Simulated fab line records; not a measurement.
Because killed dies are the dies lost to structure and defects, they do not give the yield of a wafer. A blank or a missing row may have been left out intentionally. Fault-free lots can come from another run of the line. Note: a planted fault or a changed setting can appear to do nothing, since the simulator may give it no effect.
fab line records ; flow n5_finfet
[record] lots = 7; wafers = 18; last_day = 17
route steps=1938 shown BEOL_M14@1739
lots with no fault: from the same line, run without faults
start_h: hours from the record's first day to the start of the lot's first wafer shown ; wait_h: hours since the lot's step before ; " repeats the value in the row above ; L1.1+2: a single row standing in for several wafers ; - either no value or no given start ; * or withheld: withheld ; < > ~ a bound
route shown NAME@n: NAME is a module with steps in the file, n the number in the route of the first one ; usual: average and standard deviation across the fault-free wafers ; same: alike in all rows ; chamber/n: place in a boat ; sites: readings site by site ; _std_site: the standard deviation of these ; _edge_site: mean of outer sites minus mean of inner sites ; radius_mm: how far each site lies from the wafer's centre ; mask NAME#n: copy n ; behind: the last tool/chamber to shape the wafer ; hold: the reason the lot was held/the length of the hold in hours/how it ended ; device: the n, p or np transistor that did not switch ; end of line: the route-end tests of the same wafers ; a step with no rows: only its recipe ; killed: count of dies lost to structure and defects at first sort (not the wafer's yield) ; map: shows each die of a wafer: x if killed, . if not, _ if none is there
set.NAME: the setting as run; set.NAME@STEP: as run at that earlier step ; model.NAME: the simulator's own value behind a step, which no gauge read
a table for each step, a row for each wafer; lots at some steps of the route
services: a tool's chamber out of use, with start hour (start_h, from the record's first day; less than 0 if before it), hours out, and reason
[[steps]]
[step N5_BEOL_M14_COAT_22]
[recipe] spin_rpm = 2888; resist_thk_nm = 300
[step N5_BEOL_M14_EBR_24]
[recipe] solvent = PGMEA; ebr_width_mm = 1.5
[step N5_BEOL_M14_SOFTBAKE_23]
[recipe] temp_c = 130; time_s = 60
[step N5_BEOL_M14_EXPOSE_25]
[recipe] mask_id = M14; na = 0.8; source_shape = annular; sigma_inner = 0.5; sigma_outer = 0.8; polarization = unpolarized; target_cd_nm = 280; dose_mj = 26.6
[step N5_BEOL_M14_PEB_26]
[recipe] peb_temp_c = 130; peb_time_s = 90
[step N5_BEOL_M14_DEVELOP_27]
[recipe] develop_time_s = 45; rinse_liquid = diw; dry = air_spin; dev_temp_c = 21
[step N5_BEOL_M14_HARDBAKE_32]
[recipe] temp_c = 130; time_s = 120
[step N5_BEOL_M14_CD_MEAS_28]
[recipe] target_cd_nm = 284.4; landing_energy_ev = 500; detector = se_inlens
[usual] cd_nm = 284.1/1.8
lot.wafer;tool;chamber;start_h;wait_h;cd_nm
L961.2;cd_sem-02;0;262.22;-;284.8
L961.4;cd_sem-02;0;262.22;-;283.2
L961.5;cd_sem-02;0;262.22;-;284.7
L962.2;cd_sem-03;0;271.40;-;284.2
L962.4;cd_sem-03;0;271.40;-;281.6
L962.6;cd_sem-03;0;271.40;-;282.7
L969.1;cd_sem-01;0;321.79;-;285.9
L969.6;cd_sem-01;0;321.79;-;284.8
L971.3;cd_sem-03;0;327.16;-;281.8
L971.6;cd_sem-03;0;327.16;-;283.2
L972.2;cd_sem-03;0;332.99;-;285.2
L972.3;cd_sem-03;0;332.99;-;286.5
L976.1;cd_sem-03;0;364.88;-;288.0
L976.3;cd_sem-03;0;364.88;-;285.9
L976.5;cd_sem-03;0;364.88;-;287.3
L979.4;cd_sem-03;0;385.75;-;283.7
L979.5;cd_sem-03;0;385.75;-;286.1
L979.6;cd_sem-03;0;385.75;-;285.7
[step N5_BEOL_M14_OVL_MEAS_29]
[recipe] points_per_wafer = 44
[usual] M14_OVL = 0/6.5
lot.wafer;tool;chamber;start_h;wait_h;M14_OVL[nm]
L961.2;overlay-02;0;262.25;0.0;12
L961.4;overlay-02;0;262.25;0.0;13
L961.5;overlay-02;0;262.25;0.0;8
L962.2;overlay-02;0;271.43;0.0;3
L962.4;overlay-02;0;271.43;0.0;3
L962.6;overlay-02;0;271.43;0.0;-5
L969.1;overlay-02;0;321.82;0.0;2
L969.6;overlay-02;0;321.82;0.0;4
L971.3;overlay-01;0;327.19;0.0;-5
L971.6;overlay-01;0;327.19;0.0;-9
L972.2;overlay-01;0;333.02;0.0;2
L972.3;overlay-01;0;333.02;0.0;-8
L976.1;overlay-02;0;364.91;0.0;-10
L976.3;overlay-02;0;364.91;0.0;-9
L976.5;overlay-02;0;364.91;0.0;-14
L979.4;overlay-01;0;385.78;0.0;6
L979.5;overlay-01;0;385.78;0.0;12
L979.6;overlay-01;0;385.78;0.0;3
[step N5_BEOL_M14_INSPECT_30]
[recipe] mode = adi; inspect_instrument = macro
[usual] raw_defect_count = 2.0/1.3
lot.wafer;tool;chamber;start_h;wait_h;raw_defect_count
L961.2;defect_inspect-02;-;262.27;0.0;0
L961.4;defect_inspect-02;-;262.27;0.0;3
L961.5;defect_inspect-02;-;262.27;0.0;3
L962.2;defect_inspect-02;-;271.46;0.0;2
L962.4;defect_inspect-02;-;271.46;0.0;3
L962.6;defect_inspect-02;-;271.46;0.0;2
L969.1;defect_inspect-01;-;321.84;0.0;0
L969.6;defect_inspect-01;-;321.84;0.0;3
L971.3;defect_inspect-02;-;327.21;0.0;1
L971.6;defect_inspect-02;-;327.21;0.0;1
L972.2;defect_inspect-02;-;333.04;0.0;4
L972.3;defect_inspect-02;-;333.04;0.0;3
L976.1;defect_inspect-01;-;364.94;0.0;3
L976.3;defect_inspect-01;-;364.94;0.0;2
L976.5;defect_inspect-01;-;364.94;0.0;2
L979.4;defect_inspect-01;-;385.80;0.0;1
L979.5;defect_inspect-01;-;385.80;0.0;5
L979.6;defect_inspect-01;-;385.80;0.0;1
[step N5_BEOL_M14_DESCUM_33]
[recipe] chemistry = O2; time_s = 7.9; source_power_w = 50; bias_power_w = 20; pressure_mtorr = 20; rf_frequency_hz = 2.712e+07; temp_c = 40; o2_flow_sccm = 225
[usual] drypump_motor_current_A = 5.6/0.4; oes_product_au = 0.78/0.085; rf_vpp_V = 243.2/1.2; showerhead_plenum_p_Torr = 2.11/0.054; throttle_valve_pct = 20.36/0.21
lot.wafer;tool;chamber;start_h;wait_h;drypump_motor_current_A;oes_product_au;rf_hours_counter_h;rf_vpp_V;showerhead_plenum_p_Torr;throttle_valve_pct
L961.2;rie_diel-03;0;262.44;0.2;5.3;0.78;131;245.4;2.20;20.25
L961.4;rie_diel-03;2;262.44;0.2;5.1;0.75;195;243.1;2.08;20.26
L961.5;rie_diel-03;0;262.44;0.2;5.3;0.77;-;244.4;2.20;20.25
L962.2;rie_diel-01;3;271.49;0.0;6.1;0.80;68;244.8;2.19;20.14
L962.4;rie_diel-01;0;271.49;0.0;5.8;0.74;-;242.3;2.09;20.46
L962.6;rie_diel-01;2;271.49;0.0;4.8;0.69;-;241.5;2.00;20.67
L969.1;rie_diel-03;3;321.88;0.0;5.9;0.88;36;244.1;2.16;20.27
L969.6;rie_diel-03;1;321.88;0.0;5.4;0.72;-;243.2;2.08;20.23
L971.3;rie_diel-03;2;327.83;0.6;5.2;0.72;222;242.8;2.07;20.33
L971.6;rie_diel-03;0;327.83;0.6;5.3;0.76;-;243.3;2.19;20.26
L972.2;rie_diel-03;2;333.84;0.8;5.2;0.73;225;243.1;2.06;20.32
L972.3;rie_diel-03;1;333.84;0.8;5.4;0.71;196;242.8;2.07;20.24
L976.1;rie_diel-04;3;365.39;0.5;5.9;0.94;25;242.8;2.14;20.18
L976.3;rie_diel-04;2;365.39;0.5;6.1;0.85;58;242.9;2.05;20.12
L976.5;rie_diel-04;1;365.39;0.5;6.0;0.76;-;241.8;2.10;20.67
L979.4;rie_diel-01;0;386.07;0.3;5.8;0.72;215;242.2;2.08;20.49
L979.5;rie_diel-01;3;386.07;0.3;6.2;0.79;-;244.9;2.18;20.14
L979.6;rie_diel-01;0;386.07;0.3;5.9;0.72;-;243.0;2.08;20.48
[step N5_BEOL_M14_ETCH_67]
[recipe] chemistry = CF4; target = SiARC; target_depth_a = 1430; time_s = 238.3; ion_energy_ev = 80; pressure_mtorr = 40; source_w = 545; bias_w = 36; Ar_flow_sccm = 100; cf4_flow_sccm = 100; ends = cleared
[usual] drypump_motor_current_A = 5.6/0.4; etch_rf_on_time_s = 237/5.3; oes_product_au = 0.67/0.075; rf_vpp_V = 184.3/1; showerhead_plenum_p_Torr = 2.15/0.052; throttle_valve_pct = 15.52/0.21
lot.wafer;tool;chamber;start_h;wait_h;drypump_motor_current_A;etch_rf_on_time_s;oes_product_au;rf_hours_counter_h;rf_vpp_V;showerhead_plenum_p_Torr;throttle_valve_pct
L961.2;rie_diel-03;0;262.48;0.0;5.3;237;0.66;131;185.8;2.23;15.40
L961.4;rie_diel-03;2;262.48;0.0;5.2;233;0.65;195;182.9;2.13;15.54
L961.5;rie_diel-03;0;262.48;0.0;5.3;235;0.67;-;185.0;2.23;15.40
L962.2;rie_diel-01;3;271.52;0.0;6.1;230;0.70;68;186.9;2.27;15.52
L962.4;rie_diel-01;0;271.52;0.0;5.8;241;0.62;-;182.9;2.12;15.57
L962.6;rie_diel-01;2;271.52;0.0;4.8;237;0.60;-;182.4;2.04;15.80
L969.1;rie_diel-03;3;321.91;0.0;5.9;233;0.74;37;184.5;2.19;15.36
L969.6;rie_diel-03;1;321.91;0.0;5.4;247;0.61;-;183.5;2.13;15.48
L971.3;rie_diel-03;2;327.87;0.0;5.2;234;0.63;222;184.2;2.12;15.59
L971.6;rie_diel-03;0;327.87;0.0;5.3;238;0.64;-;186.1;2.22;15.44
L972.2;rie_diel-03;2;333.88;0.0;5.2;237;0.62;225;183.3;2.12;15.60
L972.3;rie_diel-03;1;333.88;0.0;5.4;247;0.61;196;183.3;2.12;15.49
L976.1;rie_diel-04;3;365.43;0.0;5.9;229;0.81;25;184.3;2.18;15.27
L976.3;rie_diel-04;2;365.43;0.0;6.1;235;0.72;58;183.3;2.09;15.25
L976.5;rie_diel-04;1;365.43;0.0;6.0;240;0.65;-;184.2;2.15;15.78
L979.4;rie_diel-01;0;386.11;0.0;5.8;243;0.60;215;185.8;2.12;15.59
L979.5;rie_diel-01;3;386.11;0.0;6.2;236;0.68;-;184.9;2.26;15.55
L979.6;rie_diel-01;0;386.11;0.0;5.8;243;0.60;-;183.9;2.12;15.60
[step N5_BEOL_M14_ETCH_68]
[recipe] chemistry = N2/H2; target = SOC; mask_material = SiARC; source_w = 3000; bias_w = 350; temp_c = 40; time_s = 450; ion_energy_ev = 200; pressure_mtorr = 30; n2_flow_sccm = 200; h2_flow_sccm = 200
[usual] drypump_motor_current_A = 5.6/0.4; oes_product_au = 0.78/0.084; rf_vpp_V = 524.3/1.9; run_length_s = 473.4/0.48; showerhead_plenum_p_Torr = 2.56/0.063; throttle_valve_pct = 17.63/0.23
lot.wafer;tool;chamber;start_h;wait_h;drypump_motor_current_A;oes_product_au;rf_hours_counter_h;rf_vpp_V;run_length_s;showerhead_plenum_p_Torr;throttle_valve_pct;model.SiARC_of_BEOL_M14_COAT_66.thk_nm
L961.2;rie_diel-03;0;262.62;0.1;5.3;0.77;131;526.6;473.9;2.65;17.46;65.4
L961.4;rie_diel-03;2;262.62;0.1;5.2;0.74;195;523.6;473.1;2.51;17.55;65.8
L961.5;rie_diel-03;0;262.62;0.1;5.3;0.78;-;527.6;473.9;2.65;17.46;65.6
L962.2;rie_diel-01;3;271.67;0.1;6.2;0.81;68;526.8;473.7;2.67;17.47;64.4
L962.4;rie_diel-01;0;271.67;0.1;5.8;0.72;-;524.2;473.5;2.51;17.71;64.2
L962.6;rie_diel-01;2;271.67;0.1;4.8;0.71;-;519.5;473.1;2.42;18.01;64.4
L969.1;rie_diel-03;3;322.06;0.1;5.9;0.88;37;524.2;474.1;2.59;17.48;63.8
L969.6;rie_diel-03;1;322.06;0.1;5.4;0.72;-;523.6;502.2;2.54;17.67;62.8
L971.3;rie_diel-03;2;328.01;0.1;5.2;0.72;222;523.3;472.8;2.50;17.62;65.4
L971.6;rie_diel-03;0;328.01;0.1;5.3;0.76;-;525.6;503.4;2.64;17.48;62.2
L972.2;rie_diel-03;2;334.02;0.1;5.2;0.72;225;523.3;502.6;2.50;17.63;62.2
L972.3;rie_diel-03;1;334.02;0.1;5.4;0.71;196;523.1;472.9;2.53;17.68;66.2
L976.1;rie_diel-04;3;365.57;0.1;5.9;0.93;25;525.5;472.2;2.58;17.40;64.2
L976.3;rie_diel-04;2;365.57;0.1;6.0;0.84;59;521.7;472.9;2.47;17.29;64.8
L976.5;rie_diel-04;1;365.57;0.1;6.0;0.76;-;522.8;473.8;2.56;17.96;65.6
L979.4;rie_diel-01;0;386.25;0.1;5.8;0.70;215;522.4;473.7;2.51;17.73;65.8
L979.5;rie_diel-01;3;386.25;0.1;6.2;0.78;-;528.4;473.7;2.67;17.51;65.8
L979.6;rie_diel-01;0;386.25;0.1;5.8;0.72;-;521.3;473.6;2.51;17.73;65.2
[step N5_BEOL_M14_STRIP_69]
[recipe] chemistry = N2/H2; temp_c = 40; n2_flow_sccm = 200; h2_flow_sccm = 200; rf_frequency_hz = 6e+07
[[services]]
tool;chamber;start_h;hours;kind
rie_diel-01;1;257.44;-;clean
rie_diel-01;1;257.44;-;consumable_replace:focus_ring
rie_diel-01;1;257.44;24.3;scheduled_down
rie_diel-01;1;257.44;24.3;vent_cycle
rie_diel-04;1;287.30;4.7;repair
rie_diel-03;3;291.56;6.8;repair
rie_diel-04;3;292.69;-;clean
rie_diel-04;3;292.69;-;consumable_replace:focus_ring
rie_diel-04;3;292.69;16.7;scheduled_down
rie_diel-04;3;292.69;16.7;vent_cycle
rie_diel-03;-;293.56;1.1;repair
rie_diel-03;0;296.71;5.3;repair
rie_diel-01;-;306.91;75.6;repair
rie_diel-04;-;308.37;4.3;pm
rie_diel-04;3;321.46;9.9;repair
rie_diel-04;0;360.70;5.8;repair
rie_diel-04;3;368.33;39.2;repair
rie_diel-03;1;380.94;2.6;repair
rie_diel-04;1;381.81;1.8;repair
rie_diel-03;2;383.71;-;clean
rie_diel-03;2;383.71;-;consumable_replace:esc
rie_diel-03;2;383.71;-;consumable_replace:focus_ring
rie_diel-03;2;383.71;34.1;scheduled_down
rie_diel-03;2;383.71;34.1;vent_cycle
[[key]]
[first_sign] step = N5_BEOL_M14_ETCH_68; reading = run_length_s; direction = up; sigmas = 62; usual = *; struck = *
effect none on later readings
[model_effect] step = N5_BEOL_M14_ETCH_68; value = SiARC_of_BEOL_M14_COAT_66.thk_nm; without = 65.27; struck = 62.4
met_at N5_BEOL_M14_ETCH_68
struck_wafers L969.6,L971.6,L972.2
onset_between 262.62 322.06
[fault] kind = process_parameter_drift; tool = rie_diel-03; chamber = -; onset_h = 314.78; steps = N5_BEOL_M14_ETCH_68; channel = time_s; offset = *; shape = step; end_h = 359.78; scope = struck_wafers_only; acts_in = *; stated = *
